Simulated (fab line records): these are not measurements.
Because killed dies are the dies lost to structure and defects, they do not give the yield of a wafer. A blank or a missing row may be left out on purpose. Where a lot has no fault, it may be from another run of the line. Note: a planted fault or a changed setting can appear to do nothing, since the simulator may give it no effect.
The tool behind it: which one? / flow n5 finfet / 9 lots, 27 wafers sampled, at 8 steps of a route of 1938

## WHAT EACH GAUGE READ, for each wafer
N5_BEOL_M4_RC_MEAS_101.
lot=L528; measured=day 9 03:01; on=prober-01; DIBL_N (mV/V)=36.7 38.6 35.3; DIBL_P (mV/V)=36.4 38.9 34.2; IOFF_N (nA/um)=0.153 0.196 0.126; IOFF_P (nA/um)=0.202 0.240 0.182; ION_N (uA/um)=689 686 673; ION_P (uA/um)=467 472 462; SS_N (mV/dec)=71.5 71.4 70.3; SS_P (mV/dec)=73.5 74.0 72.3; VT_N (mV)=251.2 245.2 252.9; VT_P (mV)=-252 -247 -250
lot=L533; measured=day 9 21:02; on=prober-01; DIBL_N (mV/V)=35.9 37.2 34.3; DIBL_P (mV/V)=35.1 35.1 32.0; IOFF_N (nA/um)=0.147 0.158 0.118; IOFF_P (nA/um)=0.208 0.207 0.164; ION_N (uA/um)=672 672 659; ION_P (uA/um)=461 460 457; SS_N (mV/dec)=71.2 72.3 71.1; SS_P (mV/dec)=73.5 73.6 72.1; VT_N (mV)=249.1 249.3 252.1; VT_P (mV)=-250 -251 -254
lot=L534; measured=day 9 23:50; on=prober-01; DIBL_N (mV/V)=33.4 36.2 33.5; DIBL_P (mV/V)=32.7 36.8 33.2; IOFF_N (nA/um)=0.110 0.159 0.118; IOFF_P (nA/um)=0.178 0.238 0.193; ION_N (uA/um)=655 675 662; ION_P (uA/um)=458 467 460; SS_N (mV/dec)=71.1 71.8 71.7; SS_P (mV/dec)=72.8 73.8 72.7; VT_N (mV)=256.1 250.2 255.2; VT_P (mV)=-254 -249 -249
lot=L538; measured=day 11 01:07; on=prober-02; DIBL_N (mV/V)=36.6 34.6 35.2; DIBL_P (mV/V)=37.6 35.6 35.7; IOFF_N (nA/um)=0.159 0.127 0.128; IOFF_P (nA/um)=0.189 0.160 0.156; ION_N (uA/um)=673 670 653; ION_P (uA/um)=456 459 455; SS_N (mV/dec)=72.3 71.2 70.8; SS_P (mV/dec)=73.7 73.6 73.2; VT_N (mV)=249.8 254.3 255.9; VT_P (mV)=-254 -256 -258
lot=L539; measured=day 11 13:58; on=prober-01; DIBL_N (mV/V)=37.6 38.2 38.0; DIBL_P (mV/V)=36.1 36.5 36.5; IOFF_N (nA/um)=0.164 0.172 0.171; IOFF_P (nA/um)=0.219 0.221 0.224; ION_N (uA/um)=681 681 679; ION_P (uA/um)=467 459 469; SS_N (mV/dec)=72.0 71.8 72.0; SS_P (mV/dec)=74.4 73.3 74.4; VT_N (mV)=250.7 251.0 251.4; VT_P (mV)=-251 -250 -250
lot=L540; measured=day 11 19:39; on=prober-01; DIBL_N (mV/V)=35.1 34.0 32.9; DIBL_P (mV/V)=37.4 34.9 33.9; IOFF_N (nA/um)=0.143 0.126 0.111; IOFF_P (nA/um)=0.196 0.170 0.147; ION_N (uA/um)=683 676 661; ION_P (uA/um)=462 459 458; SS_N (mV/dec)=71.1 70.4 70.1; SS_P (mV/dec)=73.2 72.8 72.5; VT_N (mV)=252.7 253.2 255.1; VT_P (mV)=-252 -252 -256
lot=L547; measured=day 13 08:37; on=prober-02; DIBL_N (mV/V)=37.3 37.9 36.8; DIBL_P (mV/V)=36.4 36.9 36.5; IOFF_N (nA/um)=0.142 0.149 0.144; IOFF_P (nA/um)=0.227 0.240 0.223; ION_N (uA/um)=665 675 667; ION_P (uA/um)=462 470 467; SS_N (mV/dec)=72.2 71.3 71.2; SS_P (mV/dec)=74.1 73.2 73.3; VT_N (mV)=252.5 251.5 251.5; VT_P (mV)=-248 -247 -249
lot=L548; measured=day 13 09:00; on=prober-01; DIBL_N (mV/V)=35.9 35.7 35.5; DIBL_P (mV/V)=36.2 37.0 36.0; IOFF_N (nA/um)=0.163 0.162 0.160; IOFF_P (nA/um)=0.224 0.232 0.228; ION_N (uA/um)=680 677 685; ION_P (uA/um)=471 472 468; SS_N (mV/dec)=71.2 71.3 70.9; SS_P (mV/dec)=73.9 74.4 73.7; VT_N (mV)=248.4 247.8 250.4; VT_P (mV)=-248 -249 -251
lot=L550; measured=day 14 08:23; on=prober-01; DIBL_N (mV/V)=35.3 36.9 35.5; DIBL_P (mV/V)=34.7 36.3 35.1; IOFF_N (nA/um)=0.133 0.159 0.136; IOFF_P (nA/um)=0.178 0.211 0.187; ION_N (uA/um)=662 670 660; ION_P (uA/um)=455 460 458; SS_N (mV/dec)=70.6 71.9 71.2; SS_P (mV/dec)=72.8 74.2 72.3; VT_N (mV)=254.3 251.2 253.6; VT_P (mV)=-255 -252 -252

N5_BEOL_M5_THK_MEAS_53: measures by xrf.
lot=L528; measured=day 9 13:50; on=film metro-01; M5_THK (nm)=60.0 59.6 62.0
lot=L533; measured=day 10 10:23; on=film metro-01; M5_THK (nm)=59.8 62.2 62.1
lot=L534; measured=day 10 12:25; on=film metro-01; M5_THK (nm)=63.0 59.6 60.8
lot=L538; measured=day 11 12:34; on=film metro-01; M5_THK (nm)=291.2 296.6 292.8
lot=L539; measured=day 12 03:07; on=film metro-01; M5_THK (nm)=293.6 293.2 295.9
lot=L540; measured=day 12 06:49; on=film metro-02; M5_THK (nm)=289.1 286.8 288.9
lot=L547; measured=day 14 00:05; on=film metro-02; M5_THK (nm)=59.9 60.8 59.9
lot=L548; measured=day 13 23:13; on=film metro-01; M5_THK (nm)=63.4 60.2 62.0
lot=L550; measured=day 14 20:04; on=film metro-02; M5_THK (nm)=60.9 60.8 62.7

N5_BEOL_M5_RS_MEAS_57: a four-point-probe measurement.
lot=L528; measured=day 9 14:06; on=film metro-01; M5_RS (ohm/sq)=0.391 0.395 0.377
lot=L533; measured=day 10 10:43; on=film metro-01; M5_RS (ohm/sq)=0.398 0.382 0.383
lot=L534; measured=day 10 12:40; on=film metro-01; M5_RS (ohm/sq)=0.380 0.402 0.391
lot=L538; measured=day 11 12:49; on=film metro-01; M5_RS (ohm/sq)=0.055 0.054 0.054
lot=L539; measured=day 12 03:24; on=film metro-02; M5_RS (ohm/sq)=0.054 0.054 0.054
lot=L540; measured=day 12 07:13; on=film metro-02; M5_RS (ohm/sq)=0.054 0.055 0.054
lot=L547; measured=day 14 00:20; on=film metro-01; M5_RS (ohm/sq)=0.393 0.384 0.393
lot=L548; measured=day 13 23:28; on=film metro-01; M5_RS (ohm/sq)=0.376 0.398 0.384
lot=L550; measured=day 14 20:21; on=film metro-02; M5_RS (ohm/sq)=0.386 0.386 0.372

N5_BEOL_M5_INSPECT_58: inspects for defects (darkfield).
lot=L528; measured=day 9 14:08; on=defect inspect-02; raw defect count=61 68 55
lot=L533; measured=day 10 10:44; on=defect inspect-01; raw defect count=118 103 81
lot=L534; measured=day 10 12:42; on=defect inspect-01; raw defect count=48 103 59
lot=L538; measured=day 11 12:51; on=defect inspect-02; raw defect count=2007 1964 1943
lot=L539; measured=day 12 03:25; on=defect inspect-01; raw defect count=1986 2048 2063
lot=L540; measured=day 12 07:14; on=defect inspect-02; raw defect count=2031 2011 2060
lot=L547; measured=day 14 00:22; on=defect inspect-02; raw defect count=32 22 58
lot=L548; measured=day 13 23:29; on=defect inspect-02; raw defect count=70 47 62
lot=L550; measured=day 14 20:23; on=defect inspect-01; raw defect count=69 68 107

## TOOL THAT RAN EACH LOT (tool first, then ch and the chambers of the sampled wafers, then the start)
lot=L528; N5_BEOL_M5_SPUTTER_48=pvd sputter-02, day 9 08:37; N5_BEOL_M5_ANNEAL_84=pvd sputter-02, day 9 10:52; N5_BEOL_M5_ANNEAL_51=rtp anneal-02 ch 0, day 9 13:15; N5_BEOL_M5_CMP_52=cmp-03 ch 0,1,3, day 9 13:33
lot=L533; N5_BEOL_M5_SPUTTER_48=pvd sputter-02, day 10 05:12; N5_BEOL_M5_ANNEAL_84=pvd sputter-02, day 10 07:27; N5_BEOL_M5_ANNEAL_51=rtp anneal-02 ch 0, day 10 09:47; N5_BEOL_M5_CMP_52=cmp-03 ch 0,2,3, day 10 10:08
lot=L534; N5_BEOL_M5_SPUTTER_48=pvd sputter-03, day 10 07:05; N5_BEOL_M5_ANNEAL_84=pvd sputter-03, day 10 09:20; N5_BEOL_M5_ANNEAL_51=rtp anneal-02 ch 0, day 10 11:52; N5_BEOL_M5_CMP_52=cmp-04 ch 0,2,3, day 10 12:11
lot=L538; N5_BEOL_M5_SPUTTER_48=pvd sputter-03, day 11 07:25; N5_BEOL_M5_ANNEAL_84=pvd sputter-03, day 11 09:40; N5_BEOL_M5_ANNEAL_51=rtp anneal-01 ch 0, day 11 12:01; N5_BEOL_M5_CMP_52=cmp-03 ch 1,2, day 11 12:16
lot=L539; N5_BEOL_M5_SPUTTER_48=pvd sputter-03, day 11 21:58; N5_BEOL_M5_ANNEAL_84=pvd sputter-03, day 12 00:13; N5_BEOL_M5_ANNEAL_51=rtp anneal-02 ch 0, day 12 02:34; N5_BEOL_M5_CMP_52=cmp-01 ch 2,3, day 12 02:50
lot=L540; N5_BEOL_M5_SPUTTER_48=pvd sputter-01, day 12 01:35; N5_BEOL_M5_ANNEAL_84=pvd sputter-01, day 12 03:50; N5_BEOL_M5_ANNEAL_51=rtp anneal-02 ch 0, day 12 06:13; N5_BEOL_M5_CMP_52=cmp-04 ch 2,3, day 12 06:31
lot=L547; N5_BEOL_M5_SPUTTER_48=pvd sputter-03, day 13 18:49; N5_BEOL_M5_ANNEAL_84=pvd sputter-03, day 13 21:04; N5_BEOL_M5_ANNEAL_51=rtp anneal-02 ch 0, day 13 23:28; N5_BEOL_M5_CMP_52=cmp-01 ch 0,1,3, day 13 23:47
lot=L548; N5_BEOL_M5_SPUTTER_48=pvd sputter-02, day 13 18:04; N5_BEOL_M5_ANNEAL_84=pvd sputter-02, day 13 20:19; N5_BEOL_M5_ANNEAL_51=rtp anneal-01 ch 0, day 13 22:40; N5_BEOL_M5_CMP_52=cmp-04 ch 0,1,3, day 13 22:57
lot=L550; N5_BEOL_M5_SPUTTER_48=pvd sputter-02, day 14 14:46; N5_BEOL_M5_ANNEAL_84=pvd sputter-02, day 14 17:01; N5_BEOL_M5_ANNEAL_51=rtp anneal-01 ch 0, day 14 19:31; N5_BEOL_M5_CMP_52=cmp-04 ch 1,2, day 14 19:46
- N5_BEOL_M5_SPUTTER_48: material Cu, target thk 15 nm, time 27.62 s.
- N5_BEOL_M5_ANNEAL_84: time 1800 s.
- N5_BEOL_M5_ANNEAL_51: time 90 s.
- N5_BEOL_M5_CMP_52: polishes, stops on SiCOH lowk, t overpolish 6.9 s, target thk 62 nm.

## WHAT THE TOOLS THEMSELVES READ (means of the sampled wafers that have a number; where no wafer has one, the mark that the record gives instead)
N5_BEOL_M5_SPUTTER_48.
lot=L528; tool=pvd sputter-02; throttle valve pct (%)=29.8
lot=L533; tool=pvd sputter-02; throttle valve pct (%)=29.6
lot=L534; tool=pvd sputter-03; throttle valve pct (%)=29.9
lot=L538; tool=pvd sputter-03; throttle valve pct (%)=29.9
lot=L539; tool=pvd sputter-03; throttle valve pct (%)=30.5
lot=L540; tool=pvd sputter-01; throttle valve pct (%)=29.8
lot=L547; tool=pvd sputter-03; throttle valve pct (%)=30.1
lot=L548; tool=pvd sputter-02; throttle valve pct (%)=29.9
lot=L550; tool=pvd sputter-02; throttle valve pct (%)=30.1

N5_BEOL_M5_ANNEAL_84.
lot=L528; tool=pvd sputter-02; heater power w (W)=887
lot=L533; tool=pvd sputter-02; heater power w (W)=829
lot=L534; tool=pvd sputter-03; heater power w (W)=878
lot=L538; tool=pvd sputter-03; heater power w (W)=888
lot=L539; tool=pvd sputter-03; heater power w (W)=809
lot=L540; tool=pvd sputter-01; heater power w (W)=847
lot=L547; tool=pvd sputter-03; heater power w (W)=852
lot=L548; tool=pvd sputter-02; heater power w (W)=896
lot=L550; tool=pvd sputter-02; heater power w (W)=894

N5_BEOL_M5_ANNEAL_51.
lot=L528; tool=rtp anneal-02; anneal temp c max=226.39; wafer_temp_C_max=226.3
lot=L533; tool=rtp anneal-02; anneal temp c max=226.91; wafer_temp_C_max=226.1
lot=L534; tool=rtp anneal-02; anneal temp c max=226.81; wafer_temp_C_max=226.2
lot=L538; tool=rtp anneal-01; anneal temp c max=226.58; wafer_temp_C_max=225.7
lot=L539; tool=rtp anneal-02; anneal temp c max=226.46; wafer_temp_C_max=226.2
lot=L540; tool=rtp anneal-02; anneal temp c max=226.63; wafer_temp_C_max=226.5
lot=L547; tool=rtp anneal-02; anneal temp c max=226.42; wafer_temp_C_max=226.3
lot=L548; tool=rtp anneal-01; anneal temp c max=226.65; wafer_temp_C_max=225.9
lot=L550; tool=rtp anneal-01; anneal temp c max=226.39; wafer_temp_C_max=225.9

N5_BEOL_M5_CMP_52.
lot=L528; tool=cmp-03; barrier field endpoint s (s)=24.9; clearing platen down force psi (psi)=1.5022; motor current A (A)=6.5; overpolish run s (s)=6.904; time to endpoint s (s)=63.5
lot=L533; tool=cmp-03; barrier field endpoint s (s)=25.7; clearing platen down force psi (psi)=1.5003; motor current A (A)=5.9; overpolish run s (s)=6.898; time to endpoint s (s)=68.5
lot=L534; tool=cmp-04; barrier field endpoint s (s)=25.5; clearing platen down force psi (psi)=1.5027; motor current A (A)=5.7; overpolish run s (s)=6.913; time to endpoint s (s)=65.6
lot=L538; tool=cmp-03; barrier field endpoint s (s)=-; clearing platen down force psi (psi)=-; motor current A (A)=-; overpolish run s (s)=-; time to endpoint s (s)=-
lot=L539; tool=cmp-01; barrier field endpoint s (s)=-; clearing platen down force psi (psi)=-; motor current A (A)=-; overpolish run s (s)=-; time to endpoint s (s)=-
lot=L540; tool=cmp-04; barrier field endpoint s (s)=-; clearing platen down force psi (psi)=-; motor current A (A)=-; overpolish run s (s)=-; time to endpoint s (s)=-
lot=L547; tool=cmp-01; barrier field endpoint s (s)=25.1; clearing platen down force psi (psi)=1.4997; motor current A (A)=6.1; overpolish run s (s)=6.897; time to endpoint s (s)=63.5
lot=L548; tool=cmp-04; barrier field endpoint s (s)=25.8; clearing platen down force psi (psi)=1.5007; motor current A (A)=5.7; overpolish run s (s)=6.895; time to endpoint s (s)=66.0
lot=L550; tool=cmp-04; barrier field endpoint s (s)=25.3; clearing platen down force psi (psi)=1.5005; motor current A (A)=6.0; overpolish run s (s)=6.902; time to endpoint s (s)=63.7

## THE ANSWER, worked out from the rows above alone
Rule: what is usual is taken from the lots themselves. The widest of any qualifying gaps counts: lots, ordered by their means at a reading, are off when they make up no more than a third of the lots, leave a main group of 4 or more, and stand apart from it by 3 or more times the standard deviation of that group's means. A main group whose means are all the same, to the digits that the tables above print for the reading, isn't used. Also off: a lot with no number at a reading for which 4 or more lots have one. The other lots that the step has rows for count as sound. Order of review: gauges by route order, followed by the tools' own readings, for which a lot's mean as printed above is used. The first step at which some lot is off is used, and at that step the reading that is off furthest; a lot without a number counts as furthest.
Off: at N5_BEOL_M5_THK_MEAS_53 (M5_THK), L538, L539, L540. Mean 61.1 nm and standard deviation 0.57 in the main group.
A tool fits if, at a process step before that reading, it ran every lot that is off, and no sound lot after the first of them. The gauges at N5_BEOL_M5_THK_MEAS_53 aren't tried: what is off there is off at N5_BEOL_M5_INSPECT_58 too, on other tools, and a gauge's error can't cause that. Of those tried, none fits.

## WHAT THE SIMULATOR PUT IN
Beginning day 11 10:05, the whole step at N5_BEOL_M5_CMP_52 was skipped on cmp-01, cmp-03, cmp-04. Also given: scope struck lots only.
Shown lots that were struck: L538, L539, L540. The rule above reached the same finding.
